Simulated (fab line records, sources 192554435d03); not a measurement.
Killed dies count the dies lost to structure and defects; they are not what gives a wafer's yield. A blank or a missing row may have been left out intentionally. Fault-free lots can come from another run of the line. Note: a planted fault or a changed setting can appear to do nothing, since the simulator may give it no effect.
fab line records | flow n5-finfet
record lots=7 | wafers=21
route steps=1938 shown BEOL_M10@1512 BEOL_M12@1602
start-h: hours from the record's first day to the start of the lot's first wafer shown | wait-h: hours from the lot's prior step to this one | " the same as in the row above | L1.1+2: several wafers, shown together as one row | - no value, or no start was given | * or withheld: withheld | < > ~ a bound
route shown NAME@n: a module of which the file shows steps, and the number in the route of the first | usual: mean/standard deviation of fault-free wafers | same: alike in all rows | chamber/n: place in a boat | sites: readings site by site | _std_site: their standard deviation | _edge_site: outer sites' mean less inner sites' | radius-mm: how far each site lies from the wafer's centre | mask NAME#n: copy n | behind: the last tool/chamber to shape the wafer | hold: the reason the lot was held/the length of the hold in hours/how it ended | device: names the non-switching transistor (n, p or np) | end of line: tests of these same wafers at the route's end | a step with no rows: only its recipe | killed: not the wafer's yield, but the dies lost to structure and defects at the first sort | map: dies across one wafer; x = killed, . = not, _ = none there
set.NAME: the run value of the setting; set.NAME@STEP: its run value at that earlier step | model.NAME: the simulator's own value behind a step, which no gauge read
lots with deliberately changed settings; one table per step, one row per wafer
## steps
# step N5_BEOL_M10_TRENCH_ETCH_37
# recipe chemistry=C4F6/O2 | target-depth-a=1488.3 | target=SiCOH_lowk | time-s=48 | ion-energy-ev=250 | pressure-mtorr=30 | source-w=345 | bias-w=185 | Ar_flow_sccm=300 | C4F6_flow_sccm=10 | O2_flow_sccm=10
# usual rf-vpp-V=668/5.3
lot.wafer | tool        | chamber | start-h | wait-h | set.bias-w | rf-vpp-V | model.etch.depth-nm | model.BEOL_M10.feature-depth-nm
L076.1    | rie-diel-03 | 3       | -       | -      | 171.1      | 626      | 145.8               | 145.8
L076.5    | "           | 3       | "       | "      | 185        | 666      | 148.9               | 149
L076.6    | "           | 0       | "       | "      | 171.1      | 626      | 143.5               | 143.4
L080.1    | rie-diel-05 | 3       | -       | -      | 215.9      | 754      | 156.7               | 156.6
L080.2    | "           | 2       | "       | "      | 215.9      | 762      | 151.8               | 151.8
L080.6    | "           | 2       | "       | "      | 185        | 673      | 145.6               | 145.6
L086.3    | rie-diel-03 | 2       | -       | -      | 204.7      | 712      | 151.9               | 151.8
L086.4    | "           | 0       | "       | "      | 185        | 665      | 144.3               | 144.2
L086.5    | "           | 0       | "       | "      | 204.7      | 721      | 149.8               | 149.8
L091.1    | rie-diel-06 | 2       | -       | -      | 185        | 671      | 150.6               | 150.6
L091.3    | "           | 0       | "       | "      | 157.3      | 593      | 141.8               | 141.8
L091.5    | "           | 2       | "       | "      | 157.3      | 591      | 143                 | 143
L093.1    | rie-diel-06 | 1       | -       | -      | 185        | 667      | 146.4               | 146.4
L093.4    | "           | 3       | "       | "      | 185        | 671      | 146.6               | 146.6
L093.5    | "           | 1       | "       | "      | 185        | 666      | 147.3               | 147.2
L097.2    | rie-diel-03 | 3       | -       | -      | 185        | 667      | 148.6               | 148.6
L097.5    | "           | 3       | "       | "      | 212.3      | 743      | 155.3               | 155.4
L097.6    | "           | 2       | "       | "      | 212.3      | 733      | 153.1               | 153
L096.1    | rie-diel-05 | 3       | -       | -      | 185        | 667      | 145.3               | 145.4
L096.5    | "           | 0       | "       | "      | 213.8      | 739      | 154.4               | 154.4
L096.6    | "           | 3       | "       | "      | 213.8      | 748      | 153.8               | 153.8
# step N5_BEOL_M10_ETCH_41
# recipe chemistry=CH3F/O2 | target=SiCN | target-depth-a=426 | taper-deg=2 | time-s=86 | ion-energy-ev=120 | mask-material=TiN | pressure-mtorr=30 | source-w=395 | bias-w=75 | Ar_flow_sccm=150 | CH3F_flow_sccm=30 | O2_flow_sccm=20
# step N5_BEOL_M10_STRIP_77
# recipe chemistry=N2/H2 | time-s=10 | power-w=450 | temp-c=40 | pressure-mtorr=20 | rf-frequency-hz=6e+07 | bias-power-w=7 | n2-flow-sccm=200 | h2-flow-sccm=200
# step N5_BEOL_M10_OCD_MEAS_38
# usual trench-depth-nm=147.4/2.1
lot.wafer | tool   | chamber | start-h | wait-h | set.bias-w@BEOL_M10_TRENCH_ETCH_37 | trench-depth-nm
L076.1    | ocd-02 | -       | 277.65  | -      | 171.1                              | 146.8
L076.5    | "      | -       | "       | "      | 185                                | 148.9
L076.6    | "      | -       | "       | "      | 171.1                              | 143.1
L080.1    | ocd-01 | -       | 296.18  | -      | 215.9                              | 156.7
L080.2    | "      | -       | "       | "      | 215.9                              | 151.9
L080.6    | "      | -       | "       | "      | 185                                | 145.5
L086.3    | ocd-01 | -       | 336.67  | -      | 204.7                              | 151.7
L086.4    | "      | -       | "       | "      | 185                                | 144.5
L086.5    | "      | -       | "       | "      | 204.7                              | 149.6
L091.1    | ocd-02 | -       | 401.91  | -      | 185                                | 151.2
L091.3    | "      | -       | "       | "      | 157.3                              | 141.3
L091.5    | "      | -       | "       | "      | 157.3                              | 143.1
L093.1    | ocd-01 | -       | 402.95  | -      | 185                                | 147.0
L093.4    | "      | -       | "       | "      | 185                                | 146.7
L093.5    | "      | -       | "       | "      | 185                                | 147.6
L097.2    | ocd-02 | -       | 410.16  | -      | 185                                | 148.5
L097.5    | "      | -       | "       | "      | 212.3                              | 155.0
L097.6    | "      | -       | "       | "      | 212.3                              | 152.9
L096.1    | ocd-02 | -       | 420.48  | -      | 185                                | 145.2
L096.5    | "      | -       | "       | "      | 213.8                              | 154.6
L096.6    | "      | -       | "       | "      | 213.8                              | 153.4
# step N5_BEOL_M10_ALD_74
# recipe material=TaN | target-thk-a=20 | temp-c=275 | ald-precursor-family=PDMAT | ald-co-reactant=NH3 | pressure-torr=3 | carrier-flow-sccm=1500 | pulse-time-s=2 | purge-time-s=3 | co-reactant-purge-time-s=2 | co-reactant-pulse-time-s=3 | ald-cycles=40 | precursor-vessel-temp-c=75 | precursor-vessel-pressure-torr=26.25 | precursor-vessel-carrier-sccm=1000
lot.wafer  | tool         | chamber | start-h | wait-h | set.ald-cycles
L076.1+5+6 | ald-metal-04 | 0,2,1   | 278.55  | 0.1    | 40
L080.1+2   | ald-metal-03 | 0,1     | 297.04  | 0.0    | 44
L080.6     | "            | 1       | "       | "      | 40
L086.3+4+5 | ald-metal-02 | 1,2,1   | 337.65  | 0.2    | 40
L091.1+3+5 | ald-metal-04 | 3,2,3   | 403.10  | 0.0    | 40
L093.1+4+5 | ald-metal-03 | 3,0,3   | 403.68  | 0.0    | 40
L097.2+6   | ald-metal-02 | 1       | 410.89  | 0.0    | 36
L097.5     | "            | 0       | "       | "      | 40
L096.1+5+6 | ald-metal-04 | 1,3,0   | 422.73  | 0.0    | 40
# step N5_BEOL_M10_SURFACE_TREAT_76
# recipe gas=Ar | time-s=* | ion-energy-ev=* | ion-current-ma-cm2=0.5 | pressure-mtorr=* | ar-flow-sccm=30
# step N5_BEOL_M10_CVD_75
# recipe material=Co | target-thk-a=20 | temp-c=withheld | precursor=CCTBA/H2 | pressure-torr=30 | time-s=138.9
# step N5_BEOL_M10_ECD_50
# recipe material=Cu | target-thk-a=3180
# step N5_BEOL_M10_ANNEAL_51
# recipe temp-c=225 | time-s=90 | ambient=N2
# step N5_BEOL_M10_CMP_52
# recipe stop-on=SiCOH_lowk | t-overpolish-s=7 | down-force-psi=1 | platen-rpm=50 | clearing-platen-down-force-psi=1.5 | clearing-platen-rpm=50 | post-cmp-clean=cu-alkaline | target-thk-nm=140 | clearing-platen-pad-velocity-m-s=0.99484 | pad-velocity-m-s=0.99484
lot.wafer | tool   | chamber | start-h | wait-h | set.bias-w@BEOL_M10_TRENCH_ETCH_37 | model.Cu_of_BEOL_M10_ECD_50.thk-nm
L076.1    | cmp-01 | 0       | 280.08  | 0.3    | 171.1                              | 137.8
L076.6    | "      | 0       | "       | "      | 171.1                              | 135
L076.5    | "      | 1       | "       | "      | 185                                | 140.6
L080.2    | cmp-04 | 1       | 298.71  | 0.2    | 215.9                              | 143.6
L080.1    | "      | 2       | "       | "      | 215.9                              | 147.8
L080.6    | "      | 1       | "       | "      | 185                                | 135.6
L086.3    | cmp-04 | 3       | 340.97  | 0.2    | 204.7                              | 141.4
L086.4    | "      | 0       | "       | "      | 185                                | 134.8
L086.5    | "      | 1       | "       | "      | 204.7                              | 139.2
L091.3    | cmp-04 | 1       | 404.49  | 0.2    | 157.3                              | 132
L091.1    | "      | 2       | "       | "      | 185                                | 142
L091.5    | "      | 3       | "       | "      | 157.3                              | 133.2
L093.1    | cmp-04 | 2       | 405.00  | 0.3    | 185                                | 137
L093.4    | "      | 3       | "       | "      | 185                                | 136.6
L093.5    | "      | 3       | "       | "      | 185                                | 138
L097.2    | cmp-04 | 3       | 413.25  | 0.2    | 185                                | 140.4
L097.5    | "      | 2       | "       | "      | 212.3                              | 147
L097.6    | "      | 3       | "       | "      | 212.3                              | 144
L096.1    | cmp-03 | 3       | 424.43  | 0.3    | 185                                | 136.6
L096.5    | "      | 3       | "       | "      | 213.8                              | 145.8
L096.6    | "      | 0       | "       | "      | 213.8                              | 145.6
# step N5_BEOL_M10_THK_MEAS_53
# recipe thk-meas-gauge=xrf | reads=Cu_of_BEOL_M10_ECD_50
# usual M10_THK=139.2/2.4
lot.wafer | tool          | chamber | start-h | wait-h | set.bias-w@BEOL_M10_TRENCH_ETCH_37 | M10_THK[nm]
L076.1    | film-metro-02 | -       | 280.38  | -      | 171.1                              | 137.0
L076.5    | "             | -       | "       | "      | 185                                | 139.2
L076.6    | "             | -       | "       | "      | 171.1                              | 134.0
L080.1    | film-metro-01 | -       | 299.00  | -      | 215.9                              | 149.9
L080.2    | "             | -       | "       | "      | 215.9                              | 145.6
L080.6    | "             | -       | "       | "      | 185                                | 137.2
L086.3    | film-metro-01 | -       | 341.19  | -      | 204.7                              | 142.1
L086.4    | "             | -       | "       | "      | 185                                | 135.6
L086.5    | "             | -       | "       | "      | 204.7                              | 139.8
L091.1    | film-metro-01 | -       | 404.70  | -      | 185                                | 143.3
L091.3    | "             | -       | "       | "      | 157.3                              | 133.8
L091.5    | "             | -       | "       | "      | 157.3                              | 134.6
L093.1    | film-metro-02 | -       | 405.30  | -      | 185                                | 138.0
L093.4    | "             | -       | "       | "      | 185                                | 137.6
L093.5    | "             | -       | "       | "      | 185                                | 138.7
L097.2    | film-metro-02 | -       | 413.51  | -      | 185                                | 140.6
L097.5    | "             | -       | "       | "      | 212.3                              | 147.7
L097.6    | "             | -       | "       | "      | 212.3                              | 144.2
L096.1    | film-metro-02 | -       | 424.72  | -      | 185                                | 136.0
L096.5    | "             | -       | "       | "      | 213.8                              | 145.0
L096.6    | "             | -       | "       | "      | 213.8                              | 145.1
# step N5_BEOL_M10_PRE_CLEAN_55
# recipe gas=NH3 | time-s=15 | temp-c=withheld | rf-power-w=300
# step N5_BEOL_M10_DEP_56
# recipe material=SiCN | target-thk-a=150 | temp-c=withheld | precursor=3MS/NH3 | pressure-torr=3 | rf-w=202 | time-s=26.5
# step N5_BEOL_M10_RS_MEAS_57
# recipe thk-meas-gauge=four-point-probe | reads=Cu_of_BEOL_M10_ECD_50+Co_of_BEOL_M10_CVD_75+TaN_of_BEOL_M10_ALD_74
# usual M10_RS=0.1531/0.0028
lot.wafer | tool          | chamber | start-h | wait-h | set.bias-w@BEOL_M10_TRENCH_ETCH_37 | M10_RS[ohm/sq]
L076.1    | film-metro-01 | -       | 280.55  | 0.1    | 171.1                              | 0.1537
L076.5    | "             | -       | "       | "      | 185                                | 0.1500
L076.6    | "             | -       | "       | "      | 171.1                              | 0.1572
L080.1    | film-metro-01 | -       | 299.14  | 0.1    | 215.9                              | 0.1423
L080.2    | "             | -       | "       | "      | 215.9                              | 0.1468
L080.6    | "             | -       | "       | "      | 185                                | 0.1564
L086.3    | film-metro-01 | -       | 341.36  | 0.1    | 204.7                              | 0.1492
L086.4    | "             | -       | "       | "      | 185                                | 0.1575
L086.5    | "             | -       | "       | "      | 204.7                              | 0.1517
L091.1    | film-metro-01 | -       | 404.84  | 0.1    | 185                                | 0.1488
L091.3    | "             | -       | "       | "      | 157.3                              | 0.1612
L091.5    | "             | -       | "       | "      | 157.3                              | 0.1596
L093.1    | film-metro-01 | -       | 405.43  | 0.1    | 185                                | 0.1545
L093.4    | "             | -       | "       | "      | 185                                | 0.1550
L093.5    | "             | -       | "       | "      | 185                                | 0.1532
L097.2    | film-metro-01 | -       | 413.64  | 0.1    | 185                                | 0.1503
L097.5    | "             | -       | "       | "      | 212.3                              | 0.1430
L097.6    | "             | -       | "       | "      | 212.3                              | 0.1464
L096.1    | film-metro-02 | -       | 424.86  | 0.1    | 185                                | 0.1544
L096.5    | "             | -       | "       | "      | 213.8                              | 0.1441
L096.6    | "             | -       | "       | "      | 213.8                              | 0.1441
# step N5_BEOL_M12_ILD_DEP_00
# recipe material=SiOC | target-thk-a=6589.2 | temp-c=350 | precursor=DEMS/O2 | pressure-torr=5 | rf-w=500 | time-s=130.7
lot.wafer | tool     | chamber | start-h | wait-h | set.time-s | model.SiOC_of_BEOL_M12_ILD_DEP_00.thk-nm
L076.1    | pecvd-03 | 2       | 291.87  | 0.0    | 130.7      | 656.2
L076.5    | "        | 0       | "       | "      | 130.7      | 660.4
L076.6    | "        | 2       | "       | "      | 130.7      | 667.4
L080.1    | pecvd-04 | 0       | 308.18  | 0.0    | 130.7      | 649.8
L080.2    | "        | 2       | "       | "      | 122.1      | 603.8
L080.6    | "        | 1       | "       | "      | 130.7      | 658
L086.3    | pecvd-02 | 0       | 352.37  | 0.1    | 112.7      | 568
L086.4    | "        | 1       | "       | "      | 130.7      | 670.4
L086.5    | "        | 1       | "       | "      | 130.7      | 662
L091.1    | pecvd-02 | 2       | 414.16  | 0.0    | 130.7      | 652
L091.3    | "        | 1       | "       | "      | 141.6      | 710.4
L091.5    | "        | 0       | "       | "      | 130.7      | 656.2
L093.1    | pecvd-02 | 2       | 414.86  | 0.0    | 130.7      | 656.2
L093.4    | "        | 1       | "       | "      | 130.7      | 666
L093.5    | "        | 2       | "       | "      | 130.7      | 662.6
L097.2    | pecvd-02 | 0       | 419.04  | 0.0    | 130.7      | 655.4
L097.5    | "        | 1       | "       | "      | 130.7      | 674.8
L097.6    | "        | 2       | "       | "      | 130.7      | 666.6
L096.1    | pecvd-03 | 2       | 437.34  | 0.0    | 130.7      | 655.8
L096.5    | "        | 2       | "       | "      | 130.7      | 673.6
L096.6    | "        | 0       | "       | "      | 130.7      | 676.2
# step N5_BEOL_M12_THK_MEAS_01
# recipe reads=SiOC_of_BEOL_M12_ILD_DEP_00
# usual M12_ILD_THK=660/7.3
lot.wafer | tool          | chamber | start-h | wait-h | set.time-s@BEOL_M12_ILD_DEP_00 | M12_ILD_THK[nm]
L076.1    | film-metro-02 | -       | 292.00  | 0.1    | 130.7                          | 657
L076.5    | "             | -       | "       | "      | 130.7                          | 660
L076.6    | "             | -       | "       | "      | 130.7                          | 667
L080.1    | film-metro-01 | -       | 308.31  | 0.1    | 130.7                          | 650
L080.2    | "             | -       | "       | "      | 122.1                          | 604
L080.6    | "             | -       | "       | "      | 130.7                          | 658
L086.3    | film-metro-02 | -       | 352.50  | 0.1    | 112.7                          | 568
L086.4    | "             | -       | "       | "      | 130.7                          | 670
L086.5    | "             | -       | "       | "      | 130.7                          | 662
L091.1    | film-metro-02 | -       | 414.29  | 0.1    | 130.7                          | 652
L091.3    | "             | -       | "       | "      | 141.6                          | 711
L091.5    | "             | -       | "       | "      | 130.7                          | 656
L093.1    | film-metro-01 | -       | 415.00  | 0.1    | 130.7                          | 657
L093.4    | "             | -       | "       | "      | 130.7                          | 666
L093.5    | "             | -       | "       | "      | 130.7                          | 663
L097.2    | film-metro-01 | -       | 419.17  | 0.1    | 130.7                          | 655
L097.5    | "             | -       | "       | "      | 130.7                          | 675
L097.6    | "             | -       | "       | "      | 130.7                          | 667
L096.1    | film-metro-02 | -       | 437.47  | 0.1    | 130.7                          | 656
L096.5    | "             | -       | "       | "      | 130.7                          | 673
L096.6    | "             | -       | "       | "      | 130.7                          | 676
# step N5_BEOL_M12_EXPOSE_07
# recipe mask-id=V11 | na=0.93 | source-shape=conventional | sigma-outer=0.6 | polarization=unpolarized | attpsm-phase-deg=180 | dose-mj=32.5
lot.wafer  | tool           | chamber | start-h | wait-h | mask  | set.dose-mj
L076.1+5+6 | krf-scanner-01 | 0       | 292.13  | -      | V11#0 | 32.5
L080.1     | krf-scanner-02 | 0       | 308.57  | -      | V11#0 | 34.83
L080.2+6   | "              | 0       | "       | "      | V11#0 | 32.5
L086.3     | krf-scanner-01 | 0       | 352.64  | -      | V11#0 | 34.46
L086.4+5   | "              | 0       | "       | "      | V11#0 | 32.5
L091.1+5   | krf-scanner-02 | 0       | 414.42  | -      | V11#0 | 32.5
L091.3     | "              | 0       | "       | "      | V11#0 | 31.66
L093.1+4+5 | krf-scanner-02 | 0       | 415.13  | -      | V11#0 | 32.5
L097.2     | krf-scanner-01 | 0       | 419.43  | -      | V11#0 | 32.5
L097.5+6   | "              | 0       | "       | "      | V11#0 | 30.2
L096.1+5   | krf-scanner-02 | 0       | 437.60  | -      | V11#0 | 32.5
L096.6     | "              | 0       | "       | "      | V11#0 | 34.51
# step N5_BEOL_M12_PEB_08
# recipe peb-temp-c=130 | peb-time-s=90
# step N5_BEOL_M12_DEVELOP_09
# recipe develop-time-s=45 | rinse-liquid=diw | dry=air-spin | dev-temp-c=21
# step N5_BEOL_M12_HARDBAKE_14
# recipe temp-c=130 | time-s=120
# step N5_BEOL_M12_CD_MEAS_10
# recipe target-cd-nm=140 | landing-energy-ev=500 | detector=se-inlens | polarity=opening
# usual cd-nm=140.3/1.3
lot.wafer | tool      | chamber | start-h | wait-h | set.dose-mj@BEOL_M12_EXPOSE_07 | cd-nm
L076.1    | cd-sem-02 | 0       | 292.30  | -      | 32.5                           | 140.4
L076.5    | "         | 0       | "       | "      | 32.5                           | 139.6
L076.6    | "         | 0       | "       | "      | 32.5                           | 140.2
L080.1    | cd-sem-03 | 0       | 308.74  | -      | 34.83                          | 148.5
L080.2    | "         | 0       | "       | "      | 32.5                           | 138.8
L080.6    | "         | 0       | "       | "      | 32.5                           | 140.2
L086.3    | cd-sem-02 | 0       | 352.80  | -      | 34.46                          | 149.5
L086.4    | "         | 0       | "       | "      | 32.5                           | 142.3
L086.5    | "         | 0       | "       | "      | 32.5                           | 144.2
L091.1    | cd-sem-01 | 0       | 414.59  | -      | 32.5                           | 141.0
L091.3    | "         | 0       | "       | "      | 31.66                          | 135.8
L091.5    | "         | 0       | "       | "      | 32.5                           | 137.8
L093.1    | cd-sem-02 | 0       | 415.30  | -      | 32.5                           | 142.2
L093.4    | "         | 0       | "       | "      | 32.5                           | 140.8
L093.5    | "         | 0       | "       | "      | 32.5                           | 141.6
L097.2    | cd-sem-03 | 0       | 419.60  | -      | 32.5                           | 141.0
L097.5    | "         | 0       | "       | "      | 30.2                           | 132.5
L097.6    | "         | 0       | "       | "      | 30.2                           | 132.9
L096.1    | cd-sem-01 | 0       | 437.77  | -      | 32.5                           | 140.9
L096.5    | "         | 0       | "       | "      | 32.5                           | 140.9
L096.6    | "         | 0       | "       | "      | 34.51                          | 146.4
# step N5_BEOL_M12_DESCUM_15
# recipe chemistry=O2 | time-s=7.9 | source-power-w=50 | bias-power-w=20 | pressure-mtorr=20 | rf-frequency-hz=2.712e+07 | temp-c=40 | o2-flow-sccm=225
# step N5_BEOL_M12_ETCH_59
# recipe chemistry=N2/H2 | target=BARC | target-depth-a=890 | overetch-a=267 | time-s=67.9 | ion-energy-ev=200 | pressure-mtorr=30 | source-w=840 | bias-w=150 | n2-flow-sccm=200 | h2-flow-sccm=200
# step N5_BEOL_M12_VIA_ETCH_16
# recipe chemistry=C4F8/O2/Ar | target=SiOC | pressure-mtorr=30 | source-w=3000 | bias-w=700 | Ar_flow_sccm=400 | C4F8_flow_sccm=15 | O2_flow_sccm=8 | he-inner-torr=15 | he-outer-torr=30 | target-depth-a=7248 | time-s=withheld | ion-energy-ev=250 | ends=cleared
lot.wafer | tool        | chamber | start-h | wait-h | set.time-s@BEOL_M12_ILD_DEP_00 | model.etch.depth-nm | model.coat_of_BEOL_M12_COAT_04.thk-nm
L076.1    | rie-diel-03 | 2       | 292.56  | 0.0    | *                              | 656.2               | 125
L076.5    | "           | 0       | "       | "      | *                              | 660.4               | 124.8
L076.6    | "           | 2       | "       | "      | *                              | 667.4               | 121.4
L080.1    | rie-diel-05 | 2       | 309.15  | 0.0    | *                              | 649.9               | 127.8
L080.2    | "           | 1       | "       | "      | *                              | 603.8               | 136.8
L080.6    | "           | 1       | "       | "      | *                              | 658                 | 122
L086.3    | rie-diel-03 | 3       | 352.98  | 0.0    | *                              | 567.9               | 149
L086.4    | "           | 0       | "       | "      | *                              | 670.4               | 119.8
L086.5    | "           | 0       | "       | "      | *                              | 662                 | 123.2
L091.1    | rie-diel-06 | 2       | 414.77  | 0.0    | *                              | 651.9               | 124.2
L091.3    | "           | 3       | "       | "      | *                              | 710.4               | 107.2
L091.5    | "           | 3       | "       | "      | *                              | 656.3               | 123.8
L093.1    | rie-diel-05 | 3       | 415.58  | 0.0    | *                              | 656.2               | 126.4
L093.4    | "           | 1       | "       | "      | *                              | 666.1               | 121.8
L093.5    | "           | 2       | "       | "      | *                              | 662.6               | 122.4
L097.2    | rie-diel-06 | 1       | 420.27  | 0.0    | *                              | 655.4               | 123
L097.5    | "           | 1       | "       | "      | *                              | 674.9               | 118.8
L097.6    | "           | 0       | "       | "      | *                              | 666.6               | 117
L096.1    | rie-diel-05 | 2       | 437.95  | 0.0    | *                              | 655.7               | 123.4
L096.5    | "           | 3       | "       | "      | *                              | 673.5               | 118.6
L096.6    | "           | 2       | "       | "      | *                              | 676.2               | 117.8
# step N5_BEOL_M12_STRIP_63
# recipe chemistry=N2/H2 | power-w=1000 | temp-c=250 | h2-frac=0.65 | overash-fraction=0.3 | pressure-mtorr=1000 | n2-flow-sccm=1750 | h2-flow-sccm=3250
# usual strip-time-to-endpoint-s=42.5/0.71
lot.wafer | tool            | chamber | start-h | wait-h | set.time-s@BEOL_M12_ILD_DEP_00 | strip-time-to-endpoint-s
L076.1    | plasma-asher-01 | 1       | 292.86  | -      | 130.7                          | 43.0
L076.5    | "               | 1       | "       | "      | 130.7                          | 43.0
L076.6    | "               | 0       | "       | "      | 130.7                          | 42.0
L080.1    | plasma-asher-01 | 0       | 309.35  | -      | 130.7                          | 43.8
L080.2    | "               | 1       | "       | "      | 122.1                          | 46.2
L080.6    | "               | 0       | "       | "      | 130.7                          | 42.2
L086.3    | plasma-asher-02 | 0       | 353.20  | -      | 112.7                          | 49.4
L086.4    | "               | 1       | "       | "      | 130.7                          | 41.6
L086.5    | "               | 1       | "       | "      | 130.7                          | 42.6
L091.1    | plasma-asher-02 | 0       | 414.97  | -      | 130.7                          | 42.8
L091.3    | "               | 1       | "       | "      | 141.6                          | 38.2
L091.5    | "               | 1       | "       | "      | 130.7                          | 42.7
L093.1    | plasma-asher-01 | 1       | 415.78  | -      | 130.7                          | 43.4
L093.4    | "               | 0       | "       | "      | 130.7                          | 42.2
L093.5    | "               | 0       | "       | "      | 130.7                          | 42.3
L097.2    | plasma-asher-01 | 0       | 420.47  | -      | 130.7                          | 42.5
L097.5    | "               | 0       | "       | "      | 130.7                          | 41.3
L097.6    | "               | 1       | "       | "      | 130.7                          | 40.9
L096.1    | plasma-asher-01 | 1       | 438.15  | -      | 130.7                          | 42.6
L096.5    | "               | 0       | "       | "      | 130.7                          | 41.3
L096.6    | "               | 1       | "       | "      | 130.7                          | 41.1
# step N5_BEOL_M12_STRIP_64
# recipe chemistry=N2/H2 | power-w=1000 | temp-c=250 | h2-frac=0.65 | overash-fraction=0.3 | pressure-mtorr=withheld | n2-flow-sccm=1750 | h2-flow-sccm=3250
# step N5_BEOL_M12_STRIP_71
# recipe chemistry=post-etch-residue-remover | time-s=60 | temp-c=25 | remover-ph=withheld | remover-water-wt-pct=withheld | remover-fluoride-wt-pct=withheld
# step N5_BEOL_M12_SRD_72
# recipe time-s=30 | temp-c=23 | rinse-liquid=diw | dry=n2-spin | spin-rpm=1500 | dry-time-s=30
# step N5_BEOL_M12_CD_MEAS_17
# recipe target-cd-nm=140 | polarity=opening
# usual cd-nm=140.6/1.5
lot.wafer | tool      | chamber | start-h | wait-h | set.dose-mj@BEOL_M12_EXPOSE_07 | cd-nm
L076.1    | cd-sem-03 | -       | 293.10  | 0.0    | 32.5                           | 142.5
L076.5    | "         | -       | "       | "      | 32.5                           | 141.6
L076.6    | "         | -       | "       | "      | 32.5                           | 141.1
L080.1    | cd-sem-01 | -       | 309.56  | 0.0    | 34.83                          | 147.5
L080.2    | "         | -       | "       | "      | 32.5                           | 138.8
L080.6    | "         | -       | "       | "      | 32.5                           | 139.4
L086.3    | cd-sem-01 | -       | 353.39  | 0.0    | 34.46                          | 150.1
L086.4    | "         | -       | "       | "      | 32.5                           | 143.4
L086.5    | "         | -       | "       | "      | 32.5                           | 144.3
L091.1    | cd-sem-03 | -       | 415.17  | 0.0    | 32.5                           | 142.0
L091.3    | "         | -       | "       | "      | 31.66                          | 137.0
L091.5    | "         | -       | "       | "      | 32.5                           | 139.2
L093.1    | cd-sem-03 | -       | 415.99  | 0.0    | 32.5                           | 143.6
L093.4    | "         | -       | "       | "      | 32.5                           | 141.3
L093.5    | "         | -       | "       | "      | 32.5                           | 143.3
L097.2    | cd-sem-01 | -       | 420.68  | 0.0    | 32.5                           | 141.4
L097.5    | "         | -       | "       | "      | 30.2                           | 132.6
L097.6    | "         | -       | "       | "      | 30.2                           | 132.7
L096.1    | cd-sem-03 | -       | 438.35  | 0.0    | 32.5                           | 141.8
L096.5    | "         | -       | "       | "      | 32.5                           | 141.0
L096.6    | "         | -       | "       | "      | 34.51                          | 146.7
# step N5_BEOL_M12_ETCH_68
# recipe chemistry=N2/H2 | target=SOC | mask-material=SiARC | source-w=3000 | bias-w=350 | temp-c=40 | time-s=285 | ion-energy-ev=200 | pressure-mtorr=30 | n2-flow-sccm=200 | h2-flow-sccm=200
lot.wafer | tool        | chamber | start-h | wait-h | set.time-s | model.SiARC_of_BEOL_M12_COAT_66.thk-nm
L076.1+6  | rie-diel-03 | 0,2     | 293.82  | 0.1    | 285        | 85.8
L076.5    | "           | 3       | "       | "      | 285        | 85.6
L080.1+2  | rie-diel-03 | 3,2     | 310.37  | 0.1    | 237.7      | 89.8
L080.6    | "           | 0       | "       | "      | 237.7      | 90.2
L086.3    | rie-diel-05 | 1       | 354.11  | 0.1    | 285        | 85.2
L086.4    | "           | 1       | "       | "      | 338.8      | 80.6
L086.5    | "           | 0       | "       | "      | 285        | 85.8
L091.1+3  | rie-diel-03 | 1,0     | 415.81  | 0.1    | 285        | 85.6
L091.5    | "           | 1       | "       | "      | 285        | 86
L093.1+4  | rie-diel-05 | 0,3     | 416.70  | 0.1    | 285        | 86
L093.5    | "           | 2       | "       | "      | 285        | 85.4
L097.2+5  | rie-diel-03 | 0       | 421.79  | 0.1    | 285        | 86.2
L097.6    | "           | 1       | "       | "      | 285        | 85.6
L096.1    | rie-diel-03 | 1       | 439.34  | 0.1    | 256.8      | 88
L096.5    | "           | 0       | "       | "      | 285        | 86
L096.6    | "           | 1       | "       | "      | 285        | 85.8
## key
split step=N5_BEOL_M10_TRENCH_ETCH_37 | setting=bias-w | stated=185 | by=wafer
response step=N5_BEOL_M10_TRENCH_ETCH_37 | reading=rf-vpp-V | change=+5.01 | per=1% | r=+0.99
response step=N5_BEOL_M10_TRENCH_ETCH_37 | reading=model.etch.depth-nm | change=+0.519 | per=1% | r=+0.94
response step=N5_BEOL_M10_TRENCH_ETCH_37 | reading=model.BEOL_M10.feature-depth-nm | change=+0.519 | per=1% | r=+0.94
response step=N5_BEOL_M10_OCD_MEAS_38 | reading=trench-depth-nm | change=+0.525 | per=1% | r=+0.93
response step=N5_BEOL_M10_CMP_52 | reading=model.Cu_of_BEOL_M10_ECD_50.thk-nm | change=+0.544 | per=1% | r=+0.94
response step=N5_BEOL_M10_THK_MEAS_53 | reading=M10_THK | change=+0.542 | per=1% | r=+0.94
response step=N5_BEOL_M10_RS_MEAS_57 | reading=M10_RS | change=-0.000645 | per=1% | r=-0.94
split step=N5_BEOL_M10_ALD_74 | setting=ald-cycles | stated=40 | by=wafer
response none clear
split step=N5_BEOL_M12_ILD_DEP_00 | setting=time-s | stated=130.7 | by=wafer
response step=N5_BEOL_M12_ILD_DEP_00 | reading=model.SiOC_of_BEOL_M12_ILD_DEP_00.thk-nm | change=+7.11 | per=1% | r=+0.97
response step=N5_BEOL_M12_THK_MEAS_01 | reading=M12_ILD_THK | change=+7.11 | per=1% | r=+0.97
response step=N5_BEOL_M12_VIA_ETCH_16 | reading=model.etch.depth-nm | change=+7.11 | per=1% | r=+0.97
response step=N5_BEOL_M12_VIA_ETCH_16 | reading=model.coat_of_BEOL_M12_COAT_04.thk-nm | change=-1.97 | per=1% | r=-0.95
response step=N5_BEOL_M12_STRIP_63 | reading=strip-time-to-endpoint-s | change=* | per=1% | r=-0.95
split step=N5_BEOL_M12_EXPOSE_07 | setting=dose-mj | stated=32.5 | by=wafer
response step=N5_BEOL_M12_CD_MEAS_10 | reading=cd-nm | change=+1.12 | per=1% | r=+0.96
response step=N5_BEOL_M12_CD_MEAS_17 | reading=cd-nm | change=+1.1 | per=1% | r=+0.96
split step=N5_BEOL_M12_ETCH_68 | setting=time-s | stated=285 | by=wafer
response step=N5_BEOL_M12_ETCH_68 | reading=model.SiARC_of_BEOL_M12_COAT_66.thk-nm | change=-0.249 | per=1% | r=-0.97
